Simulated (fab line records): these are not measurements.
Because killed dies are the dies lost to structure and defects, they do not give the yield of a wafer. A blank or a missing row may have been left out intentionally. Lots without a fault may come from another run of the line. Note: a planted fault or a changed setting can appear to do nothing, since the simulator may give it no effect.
Matching of chambers + flow n5 finfet + 4 sister chambers for N5_HKMG_FIN_ETCH_32 on rie diel-02
The step etches SOC in N2/H2, target depth 240 nm, time 300 s. 14 wafers are shown with their chamber, then 7 later ones without.

WAFERS WITH THEIR CHAMBER
| wafer  | chamber | drypump motor current A (A) | showerhead plenum p Torr (Torr) | throttle valve pct (%) |
|--------|---------|-----------------------------|---------------------------------|------------------------|
| L074.2 | 3       | 5.1                         | 2.60                            | 17.76                  |
| L074.5 | 3       | 5.1                         | 2.60                            | 17.75                  |
| L074.6 | 2       | 5.8                         | 2.49                            | 17.78                  |
| L075.1 | 0       | 5.2                         | 2.51                            | 18.15                  |
| L075.2 | 2       | 5.7                         | 2.49                            | 17.79                  |
| L075.4 | 3       | 5.1                         | 2.60                            | 17.75                  |
| L079.3 | 2       | 5.7                         | 2.49                            | 17.82                  |
| L079.4 | 2       | 5.7                         | 2.49                            | 17.82                  |
| L079.6 | 1       | 6.2                         | 2.58                            | 17.92                  |
| L081.3 | 3       | 5.1                         | 2.59                            | 17.78                  |
| L081.5 | 2       | 5.8                         | 2.48                            | 17.81                  |
| L081.6 | 3       | 5.1                         | 2.59                            | 17.79                  |
| L084.1 | 2       | 5.7                         | 2.48                            | 17.84                  |
| L084.2 | 1       | 6.2                         | 2.58                            | 17.95                  |

SIGNATURES (averages over the wafers above)
| reading                  | chamber 0 | chamber 1 | chamber 2 | chamber 3 | scatter within a chamber |
|--------------------------|-----------|-----------|-----------|-----------|--------------------------|
| drypump motor current A  | 5.200     | 6.200     | 5.733     | 5.100     | 0.0365                   |
| showerhead plenum p Torr | 2.5100    | 2.5800    | 2.4867    | 2.5960    | 0.00503                  |
| throttle valve pct       | 18.1500   | 17.9350   | 17.8100   | 17.7660   | 0.0204                   |
Rule: a wafer's distance from a chamber is the root of the sum, over the readings, of the square of ((its reading less the chamber's mean) divided by the reading's scatter). If the next closest chamber is less than 2 further off than the closest, the wafer can't be placed; otherwise it belongs to the closest. The scatter: take each reading less its chamber's mean, square it, sum over the shown wafers, divide by the number of wafers less the number of chambers, and take the root.

WAFERS WHOSE CHAMBER IS MISSING
| wafer  | drypump motor current A (A) | showerhead plenum p Torr (Torr) | throttle valve pct (%) |
|--------|-----------------------------|---------------------------------|------------------------|
| L084.5 | 5.7                         | 2.48                            | 17.83                  |
| L093.1 | 6.2                         | 2.57                            | 17.99                  |
| L093.4 | 5.2                         | 2.49                            | 17.74                  |
| L093.6 | 5.1                         | 2.58                            | 17.82                  |
| L096.1 | 5.7                         | 2.47                            | 17.89                  |
| L096.4 | 5.1                         | 2.57                            | 17.85                  |
| L096.5 | 6.2                         | 2.57                            | 17.99                  |

EACH ONE'S CHAMBER
| wafer  | from the rows above | in truth                   |
|--------|---------------------|----------------------------|
| L084.5 | 2                   | 2                          |
| L093.1 | 1                   | 1                          |
| L093.4 | 2                   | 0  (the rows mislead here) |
| L093.6 | 3                   | 3                          |
| L096.1 | 2                   | 2                          |
| L096.4 | 3                   | 3                          |
| L096.5 | 1                   | 1                          |
Correctly placed: 6 of 7. From these rows, 0 cannot be placed. Placed wrongly: 1.
